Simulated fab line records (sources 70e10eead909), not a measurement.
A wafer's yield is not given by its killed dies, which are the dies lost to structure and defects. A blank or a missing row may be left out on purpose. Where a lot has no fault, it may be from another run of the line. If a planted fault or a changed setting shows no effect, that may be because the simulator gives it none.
Matching of chambers / flow nandHarc / 4 sister chambers for NHARC_A_DECK1_JOINT_ETCHBACK_00 on rieSi-05
The step etches the open film in HBr, target depth 30 nm, time 17.4 s. 16 wafers are shown with their chamber, then 8 later ones without.

## WAFERS PAIRED WITH THEIR CHAMBERS
wafer=L075.1; chamber=2; drypumpMotorCurrentA (A)=5.5; oesProductAu (a.u.)=0.990; throttleValvePct (%)=23.278
wafer=L075.3; chamber=0; drypumpMotorCurrentA (A)=5.5; oesProductAu (a.u.)=0.999; throttleValvePct (%)=23.261
wafer=L075.4; chamber=1; drypumpMotorCurrentA (A)=5.0; oesProductAu (a.u.)=0.994; throttleValvePct (%)=23.253
wafer=L081.2; chamber=0; drypumpMotorCurrentA (A)=5.5; oesProductAu (a.u.)=1.008; throttleValvePct (%)=23.274
wafer=L081.3; chamber=1; drypumpMotorCurrentA (A)=5.1; oesProductAu (a.u.)=0.998; throttleValvePct (%)=23.251
wafer=L081.6; chamber=3; drypumpMotorCurrentA (A)=5.8; oesProductAu (a.u.)=0.995; throttleValvePct (%)=23.272
wafer=L086.2; chamber=3; drypumpMotorCurrentA (A)=5.8; oesProductAu (a.u.)=0.988; throttleValvePct (%)=23.251
wafer=L086.4; chamber=2; drypumpMotorCurrentA (A)=5.5; oesProductAu (a.u.)=0.999; throttleValvePct (%)=23.282
wafer=L086.6; chamber=1; drypumpMotorCurrentA (A)=5.0; oesProductAu (a.u.)=0.991; throttleValvePct (%)=23.266
wafer=L087.2; chamber=0; drypumpMotorCurrentA (A)=5.5; oesProductAu (a.u.)=1.005; throttleValvePct (%)=23.269
wafer=L087.5; chamber=3; drypumpMotorCurrentA (A)=5.8; oesProductAu (a.u.)=1.002; throttleValvePct (%)=23.273
wafer=L087.6; chamber=0; drypumpMotorCurrentA (A)=5.5; oesProductAu (a.u.)=1.002; throttleValvePct (%)=23.274
wafer=L089.2; chamber=2; drypumpMotorCurrentA (A)=5.5; oesProductAu (a.u.)=0.996; throttleValvePct (%)=23.261
wafer=L089.3; chamber=0; drypumpMotorCurrentA (A)=5.5; oesProductAu (a.u.)=1.008; throttleValvePct (%)=23.266
wafer=L089.4; chamber=1; drypumpMotorCurrentA (A)=5.0; oesProductAu (a.u.)=1.007; throttleValvePct (%)=23.262
wafer=L091.2; chamber=0; drypumpMotorCurrentA (A)=5.5; oesProductAu (a.u.)=1.006; throttleValvePct (%)=23.264

SIGNATURES, as means of the wafers listed above
reading=drypumpMotorCurrentA; chamber 0=5.500; chamber 1=5.025; chamber 2=5.500; chamber 3=5.800; scatter within a chamber=0.025
reading=oesProductAu; chamber 0=1.00467; chamber 1=0.99750; chamber 2=0.99500; chamber 3=0.99500; scatter within a chamber=0.00539
reading=throttleValvePct; chamber 0=23.26800; chamber 1=23.25800; chamber 2=23.27367; chamber 3=23.26533; scatter within a chamber=0.00843
Rule: distance of a wafer from a chamber = root of the sum over the readings of ((wafer's reading minus chamber's mean) / reading's scatter) squared. The wafer belongs to the nearest chamber; if the next one is less than 2 further off, it can't be placed. The scatter is the square root of a quotient: the sum, over the shown wafers, of each reading's squared deviation from its chamber's mean, divided by wafers minus chambers.

## WAFERS WHOSE CHAMBER IS MISSING
wafer=L091.4; drypumpMotorCurrentA (A)=5.8; oesProductAu (a.u.)=1.003; throttleValvePct (%)=23.258
wafer=L091.5; drypumpMotorCurrentA (A)=5.5; oesProductAu (a.u.)=1.011; throttleValvePct (%)=23.261
wafer=L095.2; drypumpMotorCurrentA (A)=5.1; oesProductAu (a.u.)=0.991; throttleValvePct (%)=23.264
wafer=L095.4; drypumpMotorCurrentA (A)=5.5; oesProductAu (a.u.)=0.999; throttleValvePct (%)=23.272
wafer=L095.5; drypumpMotorCurrentA (A)=5.6; oesProductAu (a.u.)=0.988; throttleValvePct (%)=23.270
wafer=L096.2; drypumpMotorCurrentA (A)=5.5; oesProductAu (a.u.)=1.003; throttleValvePct (%)=23.244
wafer=L096.4; drypumpMotorCurrentA (A)=5.5; oesProductAu (a.u.)=0.999; throttleValvePct (%)=23.270
wafer=L096.6; drypumpMotorCurrentA (A)=5.5; oesProductAu (a.u.)=0.993; throttleValvePct (%)=23.277

## EACH ONE'S CHAMBER
wafer=L091.4; from the rows above=3; in truth=3
wafer=L091.5; from the rows above=can't be placed: 0 or 2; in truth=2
wafer=L095.2; from the rows above=1; in truth=1
wafer=L095.4; from the rows above=can't be placed: 2 or 0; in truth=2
wafer=L095.5; from the rows above=can't be placed: 2 or 0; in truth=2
wafer=L096.2; from the rows above=can't be placed: 0 or 2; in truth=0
wafer=L096.4; from the rows above=can't be placed: 2 or 0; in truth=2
wafer=L096.6; from the rows above=can't be placed: 2 or 0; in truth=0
Placed correctly: 2 of 8. Cannot be placed on the basis of these rows: 6; the candidates contain the true chamber in 6. Placed wrongly: 0.
